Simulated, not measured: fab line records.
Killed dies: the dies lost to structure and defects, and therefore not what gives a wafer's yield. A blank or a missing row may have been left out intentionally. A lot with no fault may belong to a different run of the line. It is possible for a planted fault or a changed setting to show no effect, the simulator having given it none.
A lot that was struck, set against a sound lot || flow nand harc || 15 out of 1302 route steps
Sound: the wafers L742.2, L742.3, L742.6. Struck: wafers L753.4, L753.6. (L753.3 of the same lot was not struck and is left out.) The cause comes at the end.
Each step with rows lists, per side, the tool, then ch with its chambers, then its first start. Under that, the readings that differ: sound wafers || struck wafers || difference of the means || sigmas: that difference in standard deviations of wafers without a fault.
alike: words and numbers the same on both sides, and readings whose means are apart by under 2 such deviations; not compared: readings that were withheld, readings missing a value for some wafer, numbers with overlapping values and no deviation given by the record, and bounds like >300 which may hide the same value.
Wherever a step has rows on one side only, a row that says differs or no value, or a row with sigmas, the two part there. Non-overlapping numbers with no deviation appear without sigmas and do not part them. A reading that every wafer of one side lacks parts them only if that side has two wafers or more.

NHARC_A_DECK1_JOINT_ETCHBACK_00: etches the open film in HBr, target depth 30 nm, time 17.4 s.
  sound on rie si-01 ch 0,1,3, day 13 07:55; struck on rie si-05 ch 0,3, day 17 14:37
  alike: drypump motor current A, he backside leak sccm, oes product au, throttle valve pct
  not compared: rf hours counter h
then, 8 steps without rows for these wafers: NHARC_A_DECK1_JOINT_PRECLEAN_30 (cleans in SC1); NHARC_A_DECK1_JOINT_SRD_31; NHARC_A_DECK1_JOINT_CVD_34 (deposits SiNx, target thk 20 nm); NHARC_A_DECK1_JOINT_DEP_06 (deposits SiOx, target thk 80 nm); NHARC_A_DECK1_JOINT_CURE_26 (time 32 s); NHARC_A_DECK1_JOINT_ANNEAL_27 (time 3600 s); NHARC_A_DECK1_JOINT_ANNEAL_28 (time 1800 s); NHARC_A_DECK1_JOINT_ANNEAL_29 (time 1800 s).
NHARC_A_DECK1_JOINT_CMP_02: polishes SiOx.
  sound on cmp-03 ch 0,1, day 14 07:18; struck on cmp-01 ch 2,3, day 18 16:17
  alike: edge zone pressure frac, motor current A
then, 1 step without rows for these wafers: NHARC_A_DECK1_JOINT_SRD_15.
NHARC_A_DECK1_JOINT_DEP_16: deposits SiO2, target thk 45 nm.
  sound on pecvd-03 ch 0,2, day 14 07:43; struck on pecvd-01 ch 0,1, day 18 16:39
  alike: heater power outer w, heater power w, throttle valve pct
NHARC_A_DECK1_JOINT_THK_MEAS_17: measures by ellipsometry.
  struck on film metro-02, day 18 16:54; sound on film metro-01, day 14 07:58
{"reading": "thk nm (nm)", "sound": "45.4 47.1 46.4", "struck": "71.5 71.8", "difference": "+25.4", "sigmas": "+21"}
NHARC_A_DECK1_JOINT_INSPECT_05:
  struck on defect inspect-02, day 18 16:56; sound on defect inspect-01, day 14 08:01
  alike: raw defect count
-- break in the record here, with 12 days between the starts of the struck wafers on either side (left off in module A_DECK1_JOINT, picked up again in module END, where the first step shown is number 1302 on the route) --
NHARC_END_SORT_01:
  sound on prober-02 ch 0, day 26 11:59; struck on prober-02 ch 0, day 31 01:37
  alike: killed at array, killed at other, killed at periphery, killed dies, killed open, killed short

## WHERE THEY PART
Only at NHARC_A_DECK1_JOINT_THK_MEAS_17, as far as this record shows. Later steps at which nothing parts them and some readings are alike: NHARC_A_DECK1_JOINT_INSPECT_05, NHARC_END_SORT_01.

WHY: whatever the simulator had introduced
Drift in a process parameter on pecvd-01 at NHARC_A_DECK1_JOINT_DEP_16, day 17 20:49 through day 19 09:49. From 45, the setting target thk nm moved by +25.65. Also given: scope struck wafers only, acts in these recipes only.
